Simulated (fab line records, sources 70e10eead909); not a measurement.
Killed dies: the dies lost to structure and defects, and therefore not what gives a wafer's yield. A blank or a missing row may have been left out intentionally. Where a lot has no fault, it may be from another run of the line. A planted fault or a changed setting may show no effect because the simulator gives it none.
Comparing a struck lot with a sound one | flow nand-harc | 15 steps out of a route of 1159
Sound: the wafers L579.1, L579.3, L579.6. Struck: wafers L590.1, L590.3, L590.6. The cause comes at the end.
Order at every step that has rows: each side's tool, ch and its chambers, its first start. Under that, the readings that differ: sound wafers | struck wafers | difference of the means | sigmas: that difference in standard deviations of wafers without a fault.
alike: same words and numbers on both sides, and readings whose means sit less than 2 such deviations apart. not compared: any withheld reading, any reading some wafer has no value for, any bound like >300 that may hide the same value, and any number with overlapping values for which the record gives no deviation.
A row with sigmas, a row that says differs or no value, or rows on one side alone: a step with any of these is where the two part. Non-overlapping numbers with no deviation appear without sigmas and do not part them. A reading that every wafer of one side lacks parts them only if that side has two wafers or more.

first, 1 step without rows for these wafers: NHARC_P_CONTACT_ETCH_35 (etches the open film in CF4, target depth 39 nm, time 65 s).
NHARC_P_CONTACT_ETCH_36: etches the open film in N2/H2, target depth 260 nm, time 406.25 s.
  sound on rie-diel-11 ch 0,1,3; struck on rie-diel-08 ch 1,2
  reading                         | sound             | struck            | difference | sigmas
  oes-product-au (a.u.)           | 1.017 1.011 1.015 | 0.995 0.985 0.994 | -0.023     | -2
  rf-vpp-V (V)                    | 428.7 425.7 427.0 | 432.6 434.7 433.9 | +6.6       | +3
  showerhead-plenum-p-Torr (Torr) | 2.00 1.93 1.94    | 2.12 2.18 2.18    | +0.20      | +2
  alike: bias-w, drypump-motor-current-A, mfc-ar-sccm, throttle-valve-pct
  not compared: rf-hours-counter-h
NHARC_P_CONTACT_ETCH_18: etches the open film in C4F8/O2/Ar, target depth 481 nm, time 240.5 s.
  sound on rie-diel-11 ch 1,3; struck on rie-diel-08 ch 2,3
  alike: bias-w, oes-product-au, rf-vpp-V
  not compared: rf-hours-counter-h
then, 2 steps without rows for these wafers: NHARC_P_CONTACT_STRIP_37 (strips in C4F8/O2/Ar); NHARC_P_CONTACT_ETCH_31 (etches the open film in CH3F/O2, target depth 30 nm, time 85.7 s).
NHARC_P_CONTACT_CD_MEAS_19:
  struck on cd-sem-03, day 9 13:05; sound on cd-sem-01, day 6 05:02
  alike: cd-nm
NHARC_P_CONTACT_STRIP_28: strips in O2.
  sound on rie-diel-11 ch 0,1,3, day 6 05:09; struck on rie-diel-08 ch 0,1,3, day 9 13:11
  reading               | sound             | struck            | difference | sigmas
  oes-product-au (a.u.) | 1.008 1.010 1.012 | 0.985 0.989 0.992 | -0.021     | -2
  alike: drypump-motor-current-A, mfc-ar-sccm, rf-vpp-V, showerhead-plenum-p-Torr, throttle-valve-pct
  not compared: rf-hours-counter-h
then, 1 step without rows for these wafers: NHARC_P_CONTACT_STRIP_29 (strips in post etch residue remover, time 1200 s).
NHARC_P_CONTACT_DEGAS_38: time 60 s.
  struck on pvd-sputter-01, day 9 13:49; sound on pvd-sputter-01, day 6 05:45
  alike: heater-power-w
then, 2 steps without rows for these wafers: NHARC_P_CONTACT_PRE_CLEAN_39 (time 19.5 s); NHARC_P_CONTACT_PVD_32 (deposits Ti, target thk 5 nm, time 17.7 s).
NHARC_P_CONTACT_ALD_22: deposits TiN, target thk 3 nm, pulse time 1 s, ald cycles 150.
  sound on ald-metal-01 ch 1,2, day 6 06:01; struck on ald-metal-01 ch 0,1, day 9 14:03
  alike: heater-power-w, precursor-pulse-height-rel
NHARC_P_CONTACT_CVD_23: deposits W, target thk 200 nm, time 557 s.
  sound on cvd-w-02 ch 0,1, day 6 17:06; struck on cvd-w-02 ch 0,1, day 10 01:47
  alike: heater-power-w, mfc-ar-sccm, throttle-valve-pct
NHARC_P_CONTACT_CMP_24: polishes, t overpolish 30 s, target thk 200 nm.
  sound on cmp-03 ch 0,1,2, day 6 17:40; struck on cmp-04 ch 1,2,3, day 10 08:53
  reading                | sound          | struck         | difference | sigmas
  time-to-endpoint-s (s) | 38.5 36.1 36.5 | 76.5 79.7 79.6 | +41.6      | +22
  alike: motor-current-A, overpolish-run-s
-- jump in the record: it breaks off in module P_CONTACT and resumes in module END (first step shown: number 1159 of the route), and 13 days separate the struck wafers' starts before and after --
NHARC_END_SORT_01:
  at this point the record logs the struck wafers (prober-01 ch 0, day 23 15:41) and has no rows for the sound ones

== WHERE THEY PART ==
Earliest at NHARC_P_CONTACT_ETCH_36; latest, in this record, at NHARC_END_SORT_01.

WHY: what had been put in by the simulator
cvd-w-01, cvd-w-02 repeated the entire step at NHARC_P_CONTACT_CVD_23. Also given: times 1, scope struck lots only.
